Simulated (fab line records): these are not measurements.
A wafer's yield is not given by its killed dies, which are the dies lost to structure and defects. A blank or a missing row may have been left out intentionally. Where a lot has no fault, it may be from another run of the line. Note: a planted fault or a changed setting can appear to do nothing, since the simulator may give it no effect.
Chamber matching | flow nandHarc | NHARC_P_M2_STRIP_18 on rieDiel-10: 4 sister chambers
The step strips in N2/H2. 4 wafers are shown with their chamber, then 11 later ones without.

WAFERS PAIRED WITH THEIR CHAMBERS
wafer  | chamber | showerheadPlenumPTorr (Torr)
L084.6 | 0       | 2.11
L084.4 | 1       | 2.00
L084.5 | 3       | 1.94
L091.2 | 2       | 1.90

WAFERS WITH NO CHAMBER GIVEN
wafer  | showerheadPlenumPTorr (Torr)
L091.4 | 1.93
L091.5 | 1.90
L096.1 | 1.93
L096.4 | 1.90
L096.6 | 1.93
L096.2 | 2.11
L096.3 | 2.00
L096.5 | 2.11
L097.1 | 2.00
L097.4 | 1.93
L097.5 | 2.11

WHICH CHAMBER EACH ONE RAN IN
wafer  | from the rows above | in truth
L091.4 | 3                   | 3
L091.5 | 2                   | 2
L096.1 | 3                   | 3
L096.4 | 2                   | 2
L096.6 | 3                   | 3
L096.2 | 0                   | 0
L096.3 | 1                   | 1
L096.5 | 0                   | 0
L097.1 | 1                   | 1
L097.4 | 3                   | 3
L097.5 | 0                   | 0
Correct placement for 11 of the 11. Can't be placed from these rows: 0. Wrongly placed: 0.
How it was worked out, from the rows above alone: a wafer's distance from a chamber is the root of the sum, over the readings, of the square of ((its reading less the chamber's mean) divided by the reading's scatter). The wafer belongs to the nearest chamber; if the next one is less than 2 further off, it can't be placed. Each chamber's mean is taken over the wafers shown for it. The scatter: with one shown wafer a chamber, the root of the mean of the squares of how far each hidden wafer lies from its nearest shown one.
